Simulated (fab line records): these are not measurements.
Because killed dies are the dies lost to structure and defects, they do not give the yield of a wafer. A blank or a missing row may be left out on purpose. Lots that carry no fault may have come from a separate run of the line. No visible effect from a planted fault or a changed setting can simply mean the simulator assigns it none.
Which of the tools did it?    flow n5 finfet    27 wafers from 9 lots sampled at 5 of the route's 1938 steps

## WHAT THE GAUGES READ, wafer by wafer
N5_SD_EPI_P_EPI_MEAS_23.
lot   measured     on             thk nm (nm)
L138  day 4 02:11  film metro-02  62.3 60.2 59.5
L139  day 4 09:51  film metro-02  59.6 58.4 62.6
L142  day 5 03:01  film metro-01  62.6 62.1 61.1
L145  day 5 18:30  film metro-01  63.7 61.6 59.9
L147  day 6 17:59  film metro-01  55.1 53.1 54.9
L149  day 6 22:17  film metro-02  54.7 55.3 56.0
L155  day 8 02:50  film metro-02  61.3 61.0 60.4
L157  day 8 17:52  film metro-02  60.7 62.0 62.8
L158  day 9 02:37  film metro-01  61.0 61.4 60.8

## WHAT TOOL EACH LOT RAN ON (gives the tool, then ch and the chambers of the sampled wafers, and finally the start)
lot   N5_SD_EPI_N_DESCUM_14              N5_SD_EPI_N_VAPOR_ETCH_50       N5_SD_EPI_P_ETCH_47                N5_SD_EPI_P_EPI_21
L138  rie diel-01 ch 0,1,3, day 3 17:58  epi rpcvd-02 ch 0, day 3 19:40  rie diel-05 ch 0,1,2, day 3 23:08  epi rpcvd-04 ch 0, day 3 23:58
L139  rie diel-02 ch 0,2,3, day 4 01:06  epi rpcvd-01 ch 0, day 4 02:44  rie diel-06 ch 0,2,3, day 4 06:49  epi rpcvd-03 ch 0, day 4 07:38
L142  rie diel-01 ch 0,2,3, day 4 18:21  epi rpcvd-02 ch 0, day 4 19:50  rie diel-04 ch 0,1,2, day 4 23:57  epi rpcvd-04 ch 0, day 5 00:50
L145  rie diel-01 ch 0,2, day 5 10:04    epi rpcvd-03 ch 0, day 5 11:55  rie diel-06 ch 0,3, day 5 15:28    epi rpcvd-04 ch 0, day 5 16:18
L147  rie diel-03 ch 1,2,3, day 6 08:48  epi rpcvd-03 ch 0, day 6 10:23  rie diel-06 ch 0,2,3, day 6 13:58  epi rpcvd-04 ch 0, day 6 16:30
L149  rie diel-02 ch 2,3, day 6 13:28    epi rpcvd-03 ch 0, day 6 15:05  rie diel-04 ch 2,3, day 6 18:25    epi rpcvd-04 ch 0, day 6 19:22
L155  rie diel-01 ch 0,2,3, day 7 18:56  epi rpcvd-01 ch 0, day 7 20:28  rie diel-06 ch 2,3, day 7 23:47    epi rpcvd-02 ch 0, day 8 00:59
L157  rie diel-03 ch 0,1,2, day 8 08:07  epi rpcvd-01 ch 0, day 8 09:46  rie diel-06 ch 0,3, day 8 13:59    epi rpcvd-03 ch 0, day 8 15:25
L158  rie diel-02 ch 0,2,3, day 8 17:03  epi rpcvd-01 ch 0, day 8 18:44  rie diel-06 ch 0,1,3, day 8 22:44  epi rpcvd-03 ch 0, day 9 00:39
- N5_SD_EPI_N_DESCUM_14: chemistry O2, time 7.9 s.
- N5_SD_EPI_N_VAPOR_ETCH_50: etches Si in HCl, time 54 s.
- N5_SD_EPI_P_ETCH_47: etches SiOCN in CH3F/O2, target depth 25 nm.
- N5_SD_EPI_P_EPI_21: deposits SiGe:B, time 355 s.

## THE ANSWER, worked out from the rows above alone
Rule: the lots themselves supply what counts as usual. Put in order of their means at a reading, lots are off if they are a third of the lots or fewer, leave a main group of 4 or more, and stand apart from it by a gap of 3 or more times the standard deviation of the main group's means; of several such gaps the widest counts. A main group is skipped when, at the precision printed for the reading in the tables above, its means are all equal. Also off: a lot with no number at a reading for which 4 or more lots have one. Any other lot the step has rows for is counted as sound.
Off, at N5_SD_EPI_P_EPI_MEAS_23 on thk nm: L147, L149. For the main group the mean is 61.2 nm and the standard deviation 0.61.
A tool fits if, at a process step before that reading, it ran every lot that is off, and no sound lot after the first of them. Those tools and the gauges at N5_SD_EPI_P_EPI_MEAS_23 are tried in the same way. This does not decide it: 2 tools fit, namely epi rpcvd-03 at N5_SD_EPI_N_VAPOR_ETCH_50 and epi rpcvd-04 at N5_SD_EPI_P_EPI_21.

## WHAT THE SIMULATOR HAD INSERTED
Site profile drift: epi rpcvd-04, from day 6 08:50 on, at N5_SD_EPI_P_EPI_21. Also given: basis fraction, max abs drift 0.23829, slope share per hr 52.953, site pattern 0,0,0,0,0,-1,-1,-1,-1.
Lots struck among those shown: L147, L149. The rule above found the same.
